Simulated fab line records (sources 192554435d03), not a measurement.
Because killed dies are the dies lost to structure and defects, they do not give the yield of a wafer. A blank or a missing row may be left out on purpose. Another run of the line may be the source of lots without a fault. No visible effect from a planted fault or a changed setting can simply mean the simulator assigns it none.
Split-lot study -- flow n5Finfet -- 39 wafers read from 7 lots, route of 1938 steps

ABOUT THE SPLIT
At N5_WELL_APT_IMPLANT_14, the setting energyKev was moved away from the recipe's 160 on 18 of the 39 wafers read, by -8.2% to +11.6%. The other wafers ran this setting at the recipe's value.

Reading taken at the split's own step.

THE READING
The simulator's own value implant.drpNm, read by no gauge, in nm at N5_WELL_APT_IMPLANT_14. The file gives no usual value for it.

wafer,"tool, chamber at the split",energyKev as run,against the recipe,"implant.drpNm, nm",against lot-mates on the recipe
L074.1,"implanter-02, 0",160,recipe,65.9,-
L074.5,"implanter-02, 0",160,recipe,65.9,-
L074.6,"implanter-02, 0",160,recipe,65.9,-
L077.1,"implanter-01, 0",160,recipe,65.9,-
L077.4,"implanter-01, 0",160,recipe,65.9,-
L077.5,"implanter-01, 0",160,recipe,65.9,-
L077.2,"implanter-01, 0",167.1,+4.4%,68.03,+2.13
L077.3,"implanter-01, 0",167.1,+4.4%,68.03,+2.13
L077.6,"implanter-01, 0",167.1,+4.4%,68.03,+2.13
L078.1,"implanter-02, 0",160,recipe,65.9,-
L078.2,"implanter-02, 0",160,recipe,65.9,-
L078.4,"implanter-02, 0",160,recipe,65.9,-
L078.3,"implanter-02, 0",178.5,+11.6%,71.46,+5.56
L078.5,"implanter-02, 0",178.5,+11.6%,71.46,+5.56
L078.6,"implanter-02, 0",178.5,+11.6%,71.46,+5.56
L082.1,"implanter-01, 0",146.9,-8.2%,61.79,-4.11
L082.3,"implanter-01, 0",146.9,-8.2%,61.79,-4.11
L082.5,"implanter-01, 0",146.9,-8.2%,61.79,-4.11
L082.2,"implanter-01, 0",160,recipe,65.9,-
L082.4,"implanter-01, 0",160,recipe,65.9,-
L082.6,"implanter-01, 0",160,recipe,65.9,-
L084.1,"implanter-01, 0",154.6,-3.4%,64.24,-1.66
L084.2,"implanter-01, 0",154.6,-3.4%,64.24,-1.66
L084.6,"implanter-01, 0",154.6,-3.4%,64.24,-1.66
L084.3,"implanter-01, 0",160,recipe,65.9,-
L084.4,"implanter-01, 0",160,recipe,65.9,-
L084.5,"implanter-01, 0",160,recipe,65.9,-
L088.1,"implanter-01, 0",160,recipe,65.9,-
L088.4,"implanter-01, 0",160,recipe,65.9,-
L088.5,"implanter-01, 0",160,recipe,65.9,-
L088.2,"implanter-01, 0",154.9,-3.2%,64.34,-1.56
L088.3,"implanter-01, 0",154.9,-3.2%,64.34,-1.56
L088.6,"implanter-01, 0",154.9,-3.2%,64.34,-1.56
L093.1,"implanter-02, 0",160,recipe,65.9,-
L093.4,"implanter-02, 0",160,recipe,65.9,-
L093.6,"implanter-02, 0",160,recipe,65.9,-
L093.2,"implanter-02, 0",173.9,+8.7%,70.08,+4.18
L093.3,"implanter-02, 0",173.9,+8.7%,70.08,+4.18
L093.5,"implanter-02, 0",173.9,+8.7%,70.08,+4.18

THE FIT
A straight line over all 39 wafers: implant.drpNm changes by +0.487 nm for each +1% of energyKev; r = +1.00; the points scatter about the line by 0.037 nm.
The same after taking each lot's own level away (the mean of its wafers on the recipe; 39 wafers): +0.487 nm for each +1%; r = +1.00; scatter 0.037 nm.
On that fit, the largest move of energyKev shifts the reading by 5.6 nm.
The lots' own levels span 65.900 to 65.900 nm.
Consequently the slope shifts little with the lot-to-lot level, the two slopes agreeing.
Check: for one of the wafers moved furthest among these (+11.6%), held out of the fit, the line's prediction against its lot-mates is +5.61 nm. It came out at +5.56 nm against them.

THE WHOLE CHAIN: every reading that the file lists as answering this split, in the file's order
step,what it does,reading,change (the file's fit),r (the file's)
N5_WELL_APT_IMPLANT_14,,"implant.rpNm (the simulator's own value, which no gauge read)",+2.11 nm for each +1% of the setting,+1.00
N5_WELL_APT_IMPLANT_14,,"implant.drpNm (the simulator's own value, which no gauge read)",+0.486 nm for each +1% of the setting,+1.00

FILE'S OWN FIT
implant.drpNm changes by +0.486 nm for each +1% of energyKev, r = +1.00.
